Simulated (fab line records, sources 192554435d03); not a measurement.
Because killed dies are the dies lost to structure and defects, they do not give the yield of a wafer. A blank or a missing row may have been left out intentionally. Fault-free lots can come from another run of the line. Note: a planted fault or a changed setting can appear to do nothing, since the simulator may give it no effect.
Commonality check across tools ; flow n5Finfet ; Lots sampled 9, wafers sampled 26

== REASON FOR OPENING ==
N5_BEOL_M1_OVL_MEAS_12, reading M1_OVL: flagged on 2 of 9 lots. Fault-free wafers read 0.0 nm, with a standard deviation of 0.7.
Rule: a lot is flagged in two cases, either no wafer of it has a number, or all its wafers with numbers fall more than 4 standard deviations from that mean. The other lots count as sound.

lot;measured;on;M1_OVL (nm), wafer by wafer;flag
L730;day 6 00:50;overlay-02;0.0 -0.4 0.0;
L734;day 7 05:30;overlay-01;0.6 0.7 -0.4;
L736;day 7 14:08;overlay-02;-0.6 -0.6 -0.1;
L741;day 9 01:48;overlay-02;0.3 0.1;
L743;day 9 11:48;overlay-01;-0.2 0.2 1.0;
L744;day 9 16:11;overlay-02;11.9 11.8 12.8;FLAGGED
L748;day 10 11:30;overlay-01;13.0 12.3 13.2;FLAGGED
L750;day 11 03:43;overlay-01;-0.2 0.4 0.3;
L752;day 11 11:38;overlay-01;1.1 1.3 1.0;
On average the flagged lots' numbers are 12.5 nm, which is +12.5 nm against the usual, or +18 standard deviations.

== EACH LOT AND THE TOOL IT RAN ON ==
3 process steps preceding the reading are held in the record, out of 1938 steps in the route. Read each cell as the tool, then ch plus the chambers that the sampled wafers visited, then the start.
lot;flag;N5_BEOL_M0_SURFACE_TREAT_137;N5_BEOL_M0_ANNEAL_135;N5_BEOL_M1_EXPOSE_08
L730;;pvdSputter-01, day 5 20:39;pvdSputter-02, day 5 22:57;euvScanner-02 ch 0, day 6 00:41
L734;;pvdSputter-03, day 7 00:58;pvdSputter-02, day 7 01:29;euvScanner-02 ch 0, day 7 05:21
L736;;pvdSputter-03, day 7 09:26;pvdSputter-01, day 7 10:01;euvScanner-01 ch 0, day 7 13:58
L741;;pvdSputter-01, day 8 22:06;pvdSputter-01, day 8 22:37;euvScanner-01 ch 0, day 9 01:38
L743;;pvdSputter-01, day 9 03:58;pvdSputter-01, day 9 06:14;euvScanner-02 ch 0, day 9 11:38
L744;FLAGGED;pvdSputter-02, day 9 12:34;pvdSputter-01, day 9 13:04;euvScanner-01 ch 0, day 9 16:02
L748;FLAGGED;pvdSputter-01, day 10 08:24;pvdSputter-01, day 10 09:01;euvScanner-01 ch 0, day 10 11:20
L750;;pvdSputter-03, day 11 00:53;pvdSputter-03, day 11 01:29;euvScanner-02 ch 0, day 11 03:33
L752;;pvdSputter-01, day 11 09:01;pvdSputter-03, day 11 09:44;euvScanner-02 ch 0, day 11 11:29
What is done by these steps:
- N5_BEOL_M0_SURFACE_TREAT_137
- N5_BEOL_M0_ANNEAL_135: time 60 s.
- N5_BEOL_M1_EXPOSE_08: exposes mask M1.
- N5_BEOL_M1_OVL_MEAS_12

== FLAGGED AGAINST TOTAL, ONE TOOL AT A TIME (gauges that did the reading follow at the end) ==
step;tool;lots run;flagged;share of the flagged lots;sound lots run after its first flagged lot
N5_BEOL_M0_SURFACE_TREAT_137;pvdSputter-01;5;1;some;1 (L752)
N5_BEOL_M0_SURFACE_TREAT_137;pvdSputter-02;1;1;some;0
N5_BEOL_M0_SURFACE_TREAT_137;pvdSputter-03;3;0;none;-
N5_BEOL_M0_ANNEAL_135;pvdSputter-01;5;2;all;0
N5_BEOL_M0_ANNEAL_135;pvdSputter-02;2;0;none;-
N5_BEOL_M0_ANNEAL_135;pvdSputter-03;2;0;none;-
N5_BEOL_M1_EXPOSE_08;euvScanner-01;4;2;all;0
N5_BEOL_M1_EXPOSE_08;euvScanner-02;5;0;none;-
N5_BEOL_M1_OVL_MEAS_12;overlay-01;5;1;some;2 (L750,L752)
N5_BEOL_M1_OVL_MEAS_12;overlay-02;4;1;some;0

== WHAT THE TABLE ALLOWS ==
2 rows of the table ran every flagged lot: pvdSputter-01 at N5_BEOL_M0_ANNEAL_135, euvScanner-01 at N5_BEOL_M1_EXPOSE_08.
- pvdSputter-01 at N5_BEOL_M0_ANNEAL_135 ran 5 lots, 2 of them flagged. It ran its last sound lot, L743, at day 9 06:14 and its first flagged lot, L744, at day 9 13:04: a fault with its onset between the two fits.
- euvScanner-01 at N5_BEOL_M1_EXPOSE_08 ran 4 lots, 2 of them flagged. It ran its last sound lot, L741, at day 9 01:38 and its first flagged lot, L744, at day 9 16:02: a fault with its onset between the two fits.
A lot count leaves these 2 tools indistinguishable: every one of them fits a fault beginning at some hour. More lots, or a look at what each step does to the wafer, might.

== WHAT THE SIMULATOR HAD INSERTED ==
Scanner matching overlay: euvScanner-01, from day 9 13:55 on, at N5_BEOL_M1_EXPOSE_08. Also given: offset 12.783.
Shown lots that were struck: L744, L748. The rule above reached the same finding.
